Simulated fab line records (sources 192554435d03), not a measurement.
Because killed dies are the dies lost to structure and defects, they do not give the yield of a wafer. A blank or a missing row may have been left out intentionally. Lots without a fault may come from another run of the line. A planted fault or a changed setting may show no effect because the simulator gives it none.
Which tool did it?    flow n5Finfet    27 wafers from 10 lots sampled at 5 of the route's 1938 steps

## WHAT EACH GAUGE READ, for each wafer
N5_BEOL_M4_RC_MEAS_101.
lot   measured      on         DIBL_N (mV/V)
L467  day 7 23:18   prober-02  40.3 37.1 43.8
L468  day 8 02:19   prober-02  37.4 36.8 39.6
L470  day 8 22:55   prober-02  37.5 36.0 41.5
L473  day 9 08:11   prober-02  35.3 38.5 39.3
L480  day 11 11:31  prober-02  33.9 37.1
L481  day 12 17:27  prober-01  38.4 39.4
L483  day 12 21:55  prober-01  41.2 36.0
L484  day 12 22:21  prober-02  33.5 36.2 37.3
L485  day 12 22:43  prober-01  32.3 36.5 32.7
L487  day 13 14:05  prober-01  38.3 36.8 37.2

## WHAT TOOL EACH LOT RAN ON (gives the tool, then ch and the chambers of the sampled wafers, and finally the start)
lot   N5_BEOL_M2_DESCUM_16               N5_BEOL_M2_ETCH_63                 N5_BEOL_M2_STRIP_19                N5_BEOL_M2_COAT_76
L467  rieDiel-03 ch 1,2,3, day 6 10:49   rieDiel-03 ch 1,2,3, day 6 10:52   rieDiel-05 ch 1,2,3, day 6 11:10   lithoTrack-02 ch 0, day 6 11:17
L468  rieDiel-03 ch 1,2,3, day 6 13:42   rieDiel-03 ch 1,2,3, day 6 13:45   rieDiel-03 ch 1,2,3, day 6 14:04   lithoTrack-04 ch 0, day 6 14:10
L470  rieDiel-01 ch 0,2, day 7 09:37     rieDiel-01 ch 0,2, day 7 09:40     rieDiel-01 ch 1,2, day 7 10:06     lithoTrack-04 ch 0, day 7 10:13
L473  rieDiel-03 ch 0,1,3, day 8 01:29   rieDiel-03 ch 0,1,3, day 8 01:32   rieDiel-03 ch 0,1,2, day 8 01:50   lithoTrack-02 ch 0, day 8 01:57
L480  rieDiel-01 ch 0,1, day 10 02:47    rieDiel-01 ch 0,1, day 10 02:50    rieDiel-03 ch 2,3, day 10 03:14    lithoTrack-02 ch 0, day 10 03:20
L481  rieDiel-05 ch 2,3, day 10 03:20    rieDiel-05 ch 2,3, day 10 03:23    rieDiel-01 ch 0,1, day 10 03:42    lithoTrack-02 ch 0, day 10 03:47
L483  rieDiel-03 ch 1, day 10 10:25      rieDiel-03 ch 1, day 10 10:28      rieDiel-05 ch 1,3, day 10 10:53    lithoTrack-02 ch 0, day 10 10:59
L484  rieDiel-03 ch 0,1, day 11 01:23    rieDiel-03 ch 0,1, day 11 01:26    rieDiel-01 ch 0,1, day 11 01:46    lithoTrack-04 ch 0, day 11 01:52
L485  rieDiel-03 ch 0,1,2, day 11 04:34  rieDiel-03 ch 0,1,2, day 11 04:37  rieDiel-05 ch 0,3, day 11 05:01    lithoTrack-04 ch 0, day 11 05:08
L487  rieDiel-01 ch 0,2, day 11 11:40    rieDiel-01 ch 0,2, day 11 11:43    rieDiel-03 ch 0,1,2, day 11 12:01  lithoTrack-04 ch 0, day 11 12:08
- N5_BEOL_M2_DESCUM_16: chemistry O2, time 7 s.
- N5_BEOL_M2_ETCH_63: etches SiARC in CF4, target depth 15.6 nm, time 26 s.
- N5_BEOL_M2_STRIP_19: strips in O2.
- N5_BEOL_M2_COAT_76: time 60 s, resist thk 5 nm.

## THE ANSWER, worked out from the rows above alone
Rule: the usual values come from the lots themselves. Put in order of their means at a reading, lots are off if they are a third of the lots or fewer, leave a main group of 4 or more, and stand apart from it by a gap of 3 or more times the standard deviation of the main group's means; of several such gaps the widest counts. If all means in a main group match to the digits the tables above print for the reading, that group is not used. A lot without any number at a reading at which 4 lots or more have one is off too. Any other lot the step has rows for is counted as sound.
No lot is off on any of the readings shown, so nothing can be concluded from this.

## WHAT WAS PUT IN BY THE SIMULATOR
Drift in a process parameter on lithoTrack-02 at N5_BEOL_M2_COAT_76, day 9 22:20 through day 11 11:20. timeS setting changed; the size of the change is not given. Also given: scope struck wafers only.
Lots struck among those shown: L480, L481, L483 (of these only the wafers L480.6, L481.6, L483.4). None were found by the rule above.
